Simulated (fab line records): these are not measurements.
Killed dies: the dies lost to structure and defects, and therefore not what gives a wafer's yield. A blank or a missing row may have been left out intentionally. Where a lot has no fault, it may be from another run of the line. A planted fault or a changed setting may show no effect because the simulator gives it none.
fab line records	flow nand_harc
record lots=7	wafers=19	last_day=33
route steps=1302 shown P_M1@297 END@1302
lots that met no fault: taken from a fault-free run of the same line
start_h: start of the lot's first displayed wafer, in hours after the record's first day	wait_h: hours elapsed since this lot's preceding step	" as in the row above	L1.1+2: several wafers, shown together as one row	- no value present, or no start provided	* or withheld: withheld	< > ~ a bound
route shown NAME@n: NAME is a module with steps in the file, n the number in the route of the first one	usual: average and standard deviation across the fault-free wafers	same: alike in all rows	chamber/n: place in a boat	sites: the reading at each site	_std_site: how widely they spread, as a standard deviation	_edge_site: mean of outer sites minus mean of inner sites	radius_mm: how far each site lies from the wafer's centre	mask NAME#n: copy n	behind: tool/chamber where the wafer was last shaped	hold: the reason the lot was held/the length of the hold in hours/how it ended	device: names the non-switching transistor (n, p or np)	end of line: the route-end tests of the same wafers	a step with no rows: only its recipe	killed: dies lost to structure and defects at the first sort, not the wafer's yield	map: a wafer's dies, marking killed ones x, the rest . and places with no die _
set.NAME: the setting the step ran with; set.NAME@STEP: the setting that earlier step ran with	model.NAME: the simulator's own value behind a step, which no gauge read
a table for each step, a row for each wafer; lots at some steps of the route
services: when a tool's chamber went out of use (start_h, in hours from the record's first day, below 0 if earlier), for how many hours, and the reason
## steps
# step NHARC_P_M1_INSPECT_11
# usual raw_defect_count=4.5/2.5
lot.wafer	tool	chamber	start_h	wait_h	raw_defect_count
L673.1	defect_inspect-01	-	156.56	0.0	6
L673.4	"	-	"	"	5
L673.5	"	-	"	"	8
L681.2	defect_inspect-01	-	240.29	0.0	6
L681.4	"	-	"	"	3
L681.6	"	-	"	"	1
L685.2	defect_inspect-01	-	295.09	0.0	6
L685.4	"	-	"	"	5
L688.3	defect_inspect-02	-	304.49	0.0	5
L688.4	"	-	"	"	0
L688.6	"	-	"	"	3
L689.3	defect_inspect-02	-	330.32	0.0	6
L689.5	"	-	"	"	5
L690.2	defect_inspect-02	-	330.85	0.0	1
L690.5	"	-	"	"	5
L690.6	"	-	"	"	8
L692.2	defect_inspect-02	-	348.16	0.0	4
L692.3	"	-	"	"	5
L692.5	"	-	"	"	2
# step NHARC_P_M1_DESCUM_14
# recipe time_s=3	o2_flow_sccm=200	ar_flow_sccm=0	bias_power_w=0	chemistry=O2
# step NHARC_P_M1_ETCH_35
# recipe target_depth_a=400	overetch_a=120	time_s=43.94	ion_energy_ev=200	n2_flow_sccm=150	h2_flow_sccm=150	ar_flow_sccm=0	rf_w=400	bias_w=150	chemistry=N2/H2
# usual drypump_motor_current_A=5.6/0.47	oes_product_au=1.004/0.011	rf_vpp_V=431/3.4	showerhead_plenum_p_Torr=2.06/0.12	throttle_valve_pct=14.171/0.009
lot.wafer	tool	chamber	start_h	wait_h	drypump_motor_current_A	oes_product_au	rf_hours_counter_h	rf_vpp_V	showerhead_plenum_p_Torr	throttle_valve_pct
L673.4	rie_diel-02	0	156.71	0.1	6.2	1.007	9	426	1.91	14.164
L673.1	"	2	"	"	5.5	0.993	8	429	1.96	14.174
L673.5	"	0	"	"	6.2	1.005	-	428	1.91	14.169
L681.2	rie_diel-01	3	240.47	0.1	5.9	0.989	2	428	1.90	14.165
L681.4	"	1	"	"	5.4	1.020	-	434	2.20	14.175
L681.6	"	3	"	"	5.9	0.993	-	426	1.90	14.174
L685.4	rie_diel-01	1	295.25	0.1	5.3	1.027	5	436	2.20	14.167
L685.2	"	3	"	"	6.0	0.984	6	426	1.90	14.194
L688.3	rie_diel-01	2	304.65	0.1	6.3	1.017	5	433	2.18	14.182
L688.4	"	3	"	"	5.9	0.990	6	427	1.90	14.166
L688.6	"	1	"	"	5.3	1.012	-	435	2.20	14.182
L689.3	rie_diel-02	1	330.49	0.1	5.5	0.993	10	432	2.10	14.186
L689.5	"	1	"	"	5.5	0.998	-	432	2.10	14.169
L690.2	rie_diel-13	2	330.99	0.1	6.0	0.991	55	427	1.87	14.164
L690.6	"	2	"	"	6.0	0.998	-	427	1.87	14.178
L690.5	"	3	"	"	5.8	0.994	-	431	2.07	14.163
L692.3	rie_diel-01	0	348.31	0.1	4.9	1.016	8	434	2.14	14.175
L692.2	"	2	"	"	6.3	1.012	8	433	2.18	14.166
L692.5	"	0	"	"	4.9	1.017	-	433	2.14	14.177
# step NHARC_P_M1_ETCH_15
# recipe target_depth_a=1825	time_s=91.2	c4f8_flow_sccm=withheld	ar_flow_sccm=400	rf_w=600	bias_w=300	chemistry=C4F8/Ar
# usual oes_product_au=0.960/0.02	rf_vpp_V=441/3.5
lot.wafer	tool	chamber	start_h	wait_h	oes_product_au	rf_hours_counter_h	rf_vpp_V
L673.4	rie_diel-02	2	-	-	0.970	8	438
L673.1	"	3	"	"	0.956	9	444
L673.5	"	3	"	"	0.958	-	445
L681.2	rie_diel-01	2	-	-	0.981	2	445
L681.6	"	3	"	"	0.946	-	438
L681.4	"	1	"	"	0.980	-	447
L685.4	rie_diel-01	1	-	-	0.976	5	444
L685.2	"	2	"	"	0.989	5	444
L688.3	rie_diel-01	3	-	-	0.940	6	437
L688.4	"	0	"	"	0.968	5	444
L688.6	"	2	"	"	0.998	-	446
L689.3	rie_diel-02	1	-	-	0.958	10	443
L689.5	"	0	"	"	0.946	-	436
L690.2	rie_diel-13	1	-	-	0.928	42	437
L690.5	"	3	"	"	0.914	-	442
L690.6	"	0	"	"	0.925	-	441
L692.3	rie_diel-01	0	-	-	0.974	8	445
L692.2	"	1	"	"	0.983	8	446
L692.5	"	3	"	"	0.946	-	437
# step NHARC_P_M1_CD_MEAS_16
# usual cd_nm=129.9/0.79
lot.wafer	tool	chamber	start_h	wait_h	cd_nm
L673.1	cd_sem-03	-	156.92	-	128.8
L673.4	"	-	"	"	130.2
L673.5	"	-	"	"	129.5
L681.2	cd_sem-02	-	240.71	-	131.2
L681.4	"	-	"	"	131.5
L681.6	"	-	"	"	129.8
L685.2	cd_sem-01	-	295.46	-	130.7
L685.4	"	-	"	"	130.7
L688.3	cd_sem-03	-	304.87	-	130.0
L688.4	"	-	"	"	131.3
L688.6	"	-	"	"	130.6
L689.3	cd_sem-02	-	330.71	-	129.0
L689.5	"	-	"	"	128.2
L690.2	cd_sem-02	-	331.21	-	130.0
L690.5	"	-	"	"	129.1
L690.6	"	-	"	"	129.0
L692.2	cd_sem-03	-	348.53	-	129.3
L692.3	"	-	"	"	130.0
L692.5	"	-	"	"	130.1
# step NHARC_P_M1_STRIP_18
# recipe power_w=1000	n2_flow_sccm=150	h2_flow_sccm=150	ar_flow_sccm=0	bias_w=0	chemistry=N2/H2
# step NHARC_P_M1_ETCH_28
# recipe target_depth_a=300	over_etch_frac=0.3	time_s=72.99	ion_energy_ev=150	cf4_flow_sccm=50	n2_flow_sccm=100	ar_flow_sccm=150	rf_w=300	bias_w=100	chemistry=CF4/N2
# usual cf4_flow_sccm=50.01/0.16	drypump_motor_current_A=5.7/0.46	oes_product_au=1.003/0.011	rf_vpp_V=314.2/2.5	showerhead_plenum_p_Torr=2.63/0.14	throttle_valve_pct=19.795/0.0098
lot.wafer	tool	chamber	start_h	wait_h	cf4_flow_sccm	drypump_motor_current_A	oes_product_au	rf_hours_counter_h	rf_vpp_V	showerhead_plenum_p_Torr	throttle_valve_pct
L673.4	rie_diel-01	2	-	-	50.31	6.2	1.007	8	316.8	2.80	19.792
L673.1	"	3	"	"	49.96	5.9	0.987	8	310.7	2.47	19.803
L673.5	"	0	"	"	50.22	4.9	1.014	-	317.7	2.75	19.789
L681.2	rie_diel-02	1	-	-	50.10	5.5	1.013	1	314.3	2.70	19.813
L681.4	"	0	"	"	50.29	6.2	1.003	1	311.0	2.47	19.806
L681.6	"	1	"	"	50.00	5.5	1.007	-	315.4	2.70	19.789
L685.2	rie_diel-01	2	-	-	50.16	6.3	1.027	5	317.4	2.79	19.803
L685.4	"	0	"	"	50.00	4.9	1.007	5	314.4	2.75	19.779
L688.3	rie_diel-01	2	-	-	49.93	6.3	1.008	5	316.9	2.79	19.780
L688.4	"	0	"	"	50.03	4.9	1.009	5	315.9	2.75	19.786
L688.6	"	1	"	"	50.11	5.4	1.020	-	316.7	2.81	19.799
L689.3	rie_diel-01	3	-	-	49.91	6.0	0.991	8	312.0	2.46	19.800
L689.5	"	3	"	"	50.06	5.9	0.991	-	309.8	2.46	19.808
L690.2	rie_diel-02	1	-	-	49.95	5.6	0.993	10	315.5	2.70	19.797
L690.6	"	0	"	"	50.07	6.2	0.982	-	312.9	2.47	19.816
L690.5	"	1	"	"	49.97	5.5	1.003	-	315.8	2.70	19.789
L692.3	rie_diel-02	2	-	-	50.11	5.5	1.006	12	311.8	2.53	19.782
L692.2	"	0	"	"	49.89	6.1	0.996	12	311.2	2.47	19.806
L692.5	"	2	"	"	50.15	5.5	1.000	-	312.2	2.53	19.805
# step NHARC_P_M1_STRIP_19
# recipe time_s=600	temp_c=30	chemistry=post_etch_residue_remover
# step NHARC_P_M1_DEGAS_29
# recipe temp_c=250	time_s=60
# usual heater_power_w=340/38
lot.wafer	tool	chamber	start_h	wait_h	heater_power_w
L673.4	pvd_sputter-02	-	157.65	-	298
L673.1	"	-	"	"	343
L673.5	"	-	"	"	382
L681.4	pvd_sputter-01	-	241.46	-	358
L681.2	"	-	"	"	321
L681.6	"	-	"	"	367
L685.4	pvd_sputter-03	-	296.18	-	359
L685.2	"	-	"	"	356
L688.3	pvd_sputter-03	-	305.58	-	407
L688.4	"	-	"	"	302
L688.6	"	-	"	"	418
L689.3	pvd_sputter-02	-	331.42	-	329
L689.5	"	-	"	"	322
L690.2	pvd_sputter-03	-	331.93	-	298
L690.5	"	-	"	"	298
L690.6	"	-	"	"	366
L692.3	pvd_sputter-01	-	349.29	-	285
L692.2	"	-	"	"	338
L692.5	"	-	"	"	285
# step NHARC_P_M1_PRE_CLEAN_30
# recipe time_s=30	temp_c=280	gas=H2/He
# usual heater_power_w=417/49
lot.wafer	tool	chamber	start_h	wait_h	heater_power_w
L673.1	pvd_sputter-02	-	-	-	476
L673.4	"	-	"	"	381
L673.5	"	-	"	"	468
L681.4	pvd_sputter-01	-	-	-	354
L681.2	"	-	"	"	416
L681.6	"	-	"	"	440
L685.2	pvd_sputter-03	-	-	-	509
L685.4	"	-	"	"	364
L688.4	pvd_sputter-03	-	-	-	436
L688.3	"	-	"	"	436
L688.6	"	-	"	"	365
L689.3	pvd_sputter-02	-	-	-	381
L689.5	"	-	"	"	407
L690.2	pvd_sputter-03	-	-	-	369
L690.6	"	-	"	"	502
L690.5	"	-	"	"	367
L692.2	pvd_sputter-01	-	-	-	392
L692.3	"	-	"	"	410
L692.5	"	-	"	"	335
# step NHARC_P_M1_PVD_20
# recipe target_thk_a=50	bias_v=168.6	power_w=15000	chamber_pressure_pa=0.12	time_s=8.06	substrate_temp_c=50	material=TaN
# step NHARC_P_M1_PVD_21
# recipe target_thk_a=300	chamber_pressure_pa=5	power_w=5000	substrate_temp_c=30	time_s=20.49	material=Cu
# step NHARC_P_M1_ECD_22
# recipe target_thk_a=4000	bath_temp_c=25	material=Cu
lot.wafer	tool	chamber	start_h	wait_h
L673.1+4+5	ecd_cu-01	1,1,0	158.05	-
L681.2+4+6	ecd_cu-02	0,0,1	241.87	-
L685.2+4	ecd_cu-01	1	296.60	-
L688.3+4+6	ecd_cu-01	0,1,0	306.04	-
L689.3+5	ecd_cu-01	0,1	331.95	-
L690.2+5+6	ecd_cu-02	0,1,0	332.34	-
L692.2+3+5	ecd_cu-02	0,0,1	349.70	-
# step NHARC_P_M1_ANNEAL_31
# recipe temp_c=225	time_s=90
# step NHARC_P_M1_CMP_23
# recipe t_overpolish_s=20	target_thk_nm=157.82
# usual motor_current_A=11.2/1.2	pad_life_wafers=183/97	retaining_ring_pressure_frac=1.001/0.005	time_to_endpoint_s=28.1/2.8
lot.wafer	tool	chamber	start_h	wait_h	motor_current_A	pad_life_wafers	retaining_ring_pressure_frac	time_to_endpoint_s
L673.1	cmp-04	0	158.75	-	10.5	169	1.000	32.5
L673.4	"	1	"	"	13.2	170	0.999	30.9
L673.5	"	0	"	"	9.5	-	1.005	30.6
L681.4	cmp-01	0	242.60	-	9.0	188	1.010	27.8
L681.2	"	1	"	"	11.4	189	1.000	29.2
L681.6	"	2	"	"	11.4	-	1.000	26.7
L685.4	cmp-01	1	297.33	-	11.2	7	0.998	31.3
L685.2	"	3	"	"	11.3	9	0.996	16.1
L688.4	cmp-04	3	306.74	-	10.3	302	0.996	31.6
L688.3	"	0	"	"	10.3	303	0.999	15.4
L688.6	"	1	"	"	14.0	-	0.995	25.4
L689.3	cmp-01	0	332.61	-	9.6	165	0.991	18.3
L689.5	"	2	"	"	10.6	-	0.998	29.1
L690.2	cmp-01	1	333.07	-	11.1	170	1.000	21.4
L690.6	"	3	"	"	10.9	-	1.005	22.0
L690.5	"	0	"	"	9.8	-	0.999	25.0
L692.2	cmp-04	2	350.37	-	13.2	108	0.999	27.5
L692.3	"	0	"	"	9.6	110	0.997	25.8
L692.5	"	2	"	"	13.1	-	0.991	31.3
# step NHARC_P_M1_THK_MEAS_24
# recipe thk_meas_gauge=xrf
# usual thk_nm=157.7/1.6
lot.wafer	tool	chamber	start_h	wait_h	thk_nm
L673.1	film_metro-02	-	159.04	-	157.5
L673.4	"	-	"	"	157.9
L673.5	"	-	"	"	157.9
L681.2	film_metro-02	-	242.86	-	153.8
L681.4	"	-	"	"	155.8
L681.6	"	-	"	"	156.8
L685.2	film_metro-01	-	297.62	-	157.1
L685.4	"	-	"	"	158.2
L688.3	film_metro-02	-	307.00	-	157.9
L688.4	"	-	"	"	158.4
L688.6	"	-	"	"	156.7
L689.3	film_metro-01	-	332.84	-	159.1
L689.5	"	-	"	"	158.2
L690.2	film_metro-02	-	333.33	-	157.2
L690.5	"	-	"	"	157.8
L690.6	"	-	"	"	157.8
L692.2	film_metro-02	-	350.68	-	159.1
L692.3	"	-	"	"	159.5
L692.5	"	-	"	"	156.6
# step NHARC_END_SORT_01
# recipe temp_c=25
# usual defect_limited_yield=91.2/2.6	killed_at_array=55/17	killed_at_other=1.1/1.6	killed_at_periphery=3.8/2.5	killed_dies=60/18	killed_open=3.3/1.9	killed_short=2.5/1.7
# same gross_dies=677
lot.wafer	tool	chamber	start_h	wait_h	defect_limited_yield[%]	killed_at_array	killed_at_other	killed_at_periphery	killed_dies	killed_open	killed_short
L681.2	prober-02	0	668.31	2.8	90.0	63	2	3	68	4	3
L681.4	prober-02	0	669.91	3.4	89.5	70	1	0	71	1	2
L681.6	prober-02	0	671.51	4.0	91.9	53	0	2	55	2	1
# killed by level:class
L681.2 A_CHANNEL_HOLE_D1:chamber_film_flake=24 A_SLIT:chamber_film_flake=22 A_CHANNEL_FILL_D1:chamber_film_flake=4 P_ZERO_WELL:chamber_film_flake=2 A_WL_FILL:chamber_film_flake=2 THIN_TSV:chamber_film_flake=2 P_CONTACT:geometric_particle:open=1 A_CHANNEL_FILL_D1:geometric_particle:open=1
L681.4 A_CHANNEL_HOLE_D1:chamber_film_flake=34 A_SLIT:chamber_film_flake=31 A_DECK1_JOINT:geometric_particle:short=1 A_M0:geometric_particle:open=1 A_M1:geometric_particle:short=1 A_DECK1_JOINT:chamber_film_flake=1 A_WL_FILL:chamber_film_flake=1 THIN_TSV:chamber_film_flake=1
L681.6 A_CHANNEL_HOLE_D1:chamber_film_flake=30 A_SLIT:chamber_film_flake=18 P_BONDPAD:chamber_film_flake=2 A_ONON_D1:geometric_particle:short=1 A_ONON_D2:geometric_particle:open=1 A_M0:geometric_particle:open=1 A_DECK1_JOINT:chamber_film_flake=1 A_CHANNEL_HOLE_D2:chamber_film_flake=1
## services
tool	chamber	start_h	hours	kind
ecd_cu-01	-	160.18	8.0	pm
pvd_sputter-03	-	172.59	10.0	pm
ecd_cu-01	-	181.33	7.1	repair
cmp-04	-	188.89	3.3	repair
rie_diel-01	-	189.91	0.9	repair
cmp-01	-	193.68	4.0	pm
pvd_sputter-02	-	197.40	3.8	repair
rie_diel-01	-	203.82	9.0	pm
cmp-04	-	209.06	4.0	pm
pvd_sputter-01	-	209.98	1.1	repair
rie_diel-02	-	216.70	9.0	pm
cmp-04	-	221.55	3.4	repair
pvd_sputter-01	-	223.46	0.5	repair
pvd_sputter-01	-	226.00	10.0	pm
rie_diel-01	0	230.88	14.8	repair
rie_diel-02	1	253.46	3.1	repair
rie_diel-01	2	261.29	4.9	repair
pvd_sputter-02	-	282.04	10.0	pm
rie_diel-01	1	285.59	5.6	repair
cmp-01	-	291.68	4.0	pm
pvd_sputter-03	-	297.40	0.5	repair
rie_diel-01	1	336.19	5.9	repair
ecd_cu-01	-	336.28	8.0	pm
pvd_sputter-02	-	342.91	2.4	repair
## key
first_sign step=NHARC_P_M1_CMP_23	reading=time_to_endpoint_s	direction=down	sigmas=4	usual=*	struck=*
effect none on later readings
met_at NHARC_P_M1_ECD_22
struck_wafers L685.2,L688.3,L689.3
onset_between 158.05 296.60
fault kind=process_parameter_drift	tool=ecd_cu-01	chamber=-	onset_h=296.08	steps=NHARC_P_M1_ECD_22	channel=target_thk_a	offset=*	shape=step	end_h=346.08	scope=struck_wafers_only	acts_in=*	stated=*
